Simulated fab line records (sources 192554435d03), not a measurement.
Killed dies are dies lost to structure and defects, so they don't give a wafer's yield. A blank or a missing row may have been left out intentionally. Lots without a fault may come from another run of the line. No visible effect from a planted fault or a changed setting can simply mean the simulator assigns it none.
Problem report, 8D (eight disciplines) form, completed by code :: flow n5 finfet :: the parts of the form that need people (team, actions taken, sign-off) are left out

## 1. THE PROBLEM
Wafers without a fault read 399.99 C, standard deviation 0.24; susceptor temp C at N5_MOL_CONTACT_COAG_ALD_123 reads a mean of 393.26 C on 6 wafers belonging to 2 lots. Relative to the usual mean, that is a shift of -28 standard deviations.
The step: deposits SiNx, target thk 5 nm, pulse time 1 s, purge time 2 s.
Seen first at day 8 19:29 on ald sin-03, wafer L350.1. Wafers with a number at this step in the record: 30, from 10 lots. By rule, "out" or "out of limits" means more than 4 standard deviations away from the usual mean. Any other wafer with a number is counted as sound.

## 2. WHAT IT IS, WHAT IT ISN'T
question: which readings at this step
is: susceptor temp C
is not: heater power w, precursor pulse height rel

question: which lots
is: L350, L351
is not: L336, L338, L340, L342, L347, L356, L358, L359

question: which wafers of those lots
is: all that have a number
is not: -

question: read on which tools
is: ald sin-03
is not: ald sin-01, ald sin-04

question: when
is: from day 8 19:29
is not: up to then (15 sound wafers); but 9 sound wafers of L356, L358, L359 came after

## 3. SUSPECTS, AND WHAT RULES EACH OUT
Counting: a tool stays on the suspect list if, at a process step up to the reading, it processed all lots that are out and no sound lot following the first of them.
- cmp-02 at N5_MOL_CONTACT_COAG_CMP_28 (polishes, stops on SiNx, t overpolish 0.85 s, target thk 14.522 nm): kept. It ran every lot that is out, first L350 (day 8 14:44), and no sound lot after that; its last sound lot up to then is L342 (day 6 15:18).
- ald sin-03 at N5_MOL_CONTACT_COAG_ALD_123 (deposits SiNx, target thk 5 nm, pulse time 1 s, purge time 2 s): kept. It ran every lot that is out, first L350 (day 8 19:29), and no sound lot after that; its last sound lot up to then is L347 (day 7 22:55). On those wafers its own readings are out: susceptor temp C.
Remaining after the count are cmp-02 at N5_MOL_CONTACT_COAG_CMP_28 and ald sin-03 at N5_MOL_CONTACT_COAG_ALD_123.

## 4. THE CAUSE (what the simulator had put in)
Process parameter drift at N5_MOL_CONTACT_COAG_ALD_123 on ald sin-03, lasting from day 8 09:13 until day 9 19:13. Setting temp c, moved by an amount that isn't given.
Of the 2 suspects that counting leaves, this tool is one.

## 5. THE CHAIN OF EFFECTS, in route order
One row per reading whose mean, taken over the struck wafers that have a number, lies over 3 standard deviations from the usual. Readings are gone through only where the record gives a usual standard deviation; hours: the median, over the lots, of the time from a lot's start at the first step in this table giving one to that lot's start at this step; sigmas: the change measured in usual standard deviations.
hours: 0
step: N5_MOL_CONTACT_COAG_ALD_123
reading: susceptor temp C
usual: 399.99 C
on struck wafers: 393.26
change: -6.73
sigmas: -28
It contains these process steps:
- N5_MOL_CONTACT_COAG_ALD_123: deposits SiNx, target thk 5 nm, pulse time 1 s, purge time 2 s.
Later measuring or inspecting steps at which every struck wafer that the step has a row for has a number for every such reading, and none has moved that far: N5_MOL_CONTACT_COAG_INSPECT_57, N5_BEOL_M4_RC_MEAS_101.

## 6. HOW IT WOULD HAVE BEEN CAUGHT EARLIER
The fault began at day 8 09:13; the first out-of-limits reading in this record came at day 8 19:29, 10 hours later.
